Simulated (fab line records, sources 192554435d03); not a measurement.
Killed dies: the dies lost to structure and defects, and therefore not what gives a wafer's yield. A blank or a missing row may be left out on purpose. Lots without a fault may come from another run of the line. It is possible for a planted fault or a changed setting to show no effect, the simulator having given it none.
Which tool did it? -- flow n5-finfet -- 11 lots, 30 wafers sampled, at 5 steps of a route of 1938

WHAT THE GAUGES SHOWED, per wafer
N5_BEOL_M4_RC_MEAS_101.
lot,measured,on,DIBL_N (mV/V)
L314,day 8 12:38,prober-02,34.2 31.6
L316,day 9 03:12,prober-02,40.5 36.0 39.7
L318,day 9 09:36,prober-02,35.9 34.6
L320,day 10 03:30,prober-01,33.9 39.9 42.3
L321,day 10 03:44,prober-02,35.6 35.7 36.1
L325,day 10 21:34,prober-02,31.2 33.6 37.8
L330,day 12 09:24,prober-02,37.0 36.2 36.2
L332,day 13 04:21,prober-01,34.7 32.2
L334,day 13 04:11,prober-02,33.8 34.3 33.3
L336,day 13 09:18,prober-02,30.2 31.0 31.3
L335,day 14 00:22,prober-02,31.1 34.4 34.5

WHAT TOOL EACH LOT RAN ON (gives the tool, then ch and the chambers of the sampled wafers, and finally the start)
lot,N5_BEOL_M1_SPUTTER_81,N5_BEOL_M1_SPUTTER_88,N5_BEOL_M1_CMP_52,N5_BEOL_M2_COAT_61
L314,"pvd-sputter-01, day 6 21:04","pvd-sputter-01, day 6 21:30","cmp-01 ch 0,3, day 6 22:55","litho-track-02 ch 0, day 7 01:33"
L316,"pvd-sputter-01, day 7 01:34","pvd-sputter-01, day 7 02:01","cmp-01 ch 0,3, day 7 03:41","litho-track-01 ch 0, day 7 06:46"
L318,"pvd-sputter-03, day 7 07:59","pvd-sputter-03, day 7 08:26","cmp-01 ch 0,2, day 7 10:01","litho-track-01 ch 0, day 7 11:05"
L320,"pvd-sputter-01, day 8 06:49","pvd-sputter-01, day 8 07:16","cmp-04 ch 1,2,3, day 8 08:41","litho-track-02 ch 0, day 8 12:44"
L321,"pvd-sputter-01, day 8 15:16","pvd-sputter-01, day 8 15:42","cmp-01 ch 2,3, day 8 17:08","litho-track-02 ch 0, day 8 18:07"
L325,"pvd-sputter-01, day 8 23:16","pvd-sputter-01, day 8 23:42","cmp-01 ch 0,1,2, day 9 01:05","litho-track-01 ch 0, day 9 02:51"
L330,"pvd-sputter-03, day 10 20:32","pvd-sputter-03, day 10 20:59","cmp-01 ch 0,2,3, day 10 22:29","litho-track-02 ch 0, day 11 01:20"
L332,"pvd-sputter-03, day 11 10:34","pvd-sputter-03, day 11 11:00","cmp-03 ch 1,2, day 11 12:22","litho-track-02 ch 0, day 11 13:20"
L334,"pvd-sputter-02, day 11 17:59","pvd-sputter-02, day 11 18:25","cmp-04 ch 0,2,3, day 11 19:59","litho-track-03 ch 0, day 11 22:53"
L336,"pvd-sputter-01, day 11 21:18","pvd-sputter-01, day 11 21:44","cmp-04 ch 0,1,2, day 11 23:17","litho-track-01 ch 0, day 12 01:59"
L335,"pvd-sputter-02, day 11 22:23","pvd-sputter-02, day 11 22:49","cmp-01 ch 0,2, day 12 00:56","litho-track-03 ch 0, day 12 02:13"
- N5_BEOL_M1_SPUTTER_81: material Cu, target thk 4.5 nm, time 8.29 s.
- N5_BEOL_M1_SPUTTER_88: material Cu, target thk 4.5 nm, time 8.29 s.
- N5_BEOL_M1_CMP_52: polishes, stops on SiOC, t overpolish 6.8 s, target thk 40 nm.
- N5_BEOL_M2_COAT_61: time 60 s, resist thk 60 nm.

THE ANSWER, worked out from the rows above alone
Rule: the lots themselves supply what counts as usual. Put in order of their means at a reading, lots are off if they are a third of the lots or fewer, leave a main group of 4 or more, and stand apart from it by a gap of 3 or more times the standard deviation of the main group's means; of several such gaps the widest counts. The tables above print the reading to a certain number of digits; a main group whose means all agree to those digits is not used. Also off: a lot with no number at a reading for which 4 or more lots have one. The other lots that the step has rows for count as sound.
No lot is off at any reading shown: from this, nothing can be told.

WHAT WAS PUT IN BY THE SIMULATOR
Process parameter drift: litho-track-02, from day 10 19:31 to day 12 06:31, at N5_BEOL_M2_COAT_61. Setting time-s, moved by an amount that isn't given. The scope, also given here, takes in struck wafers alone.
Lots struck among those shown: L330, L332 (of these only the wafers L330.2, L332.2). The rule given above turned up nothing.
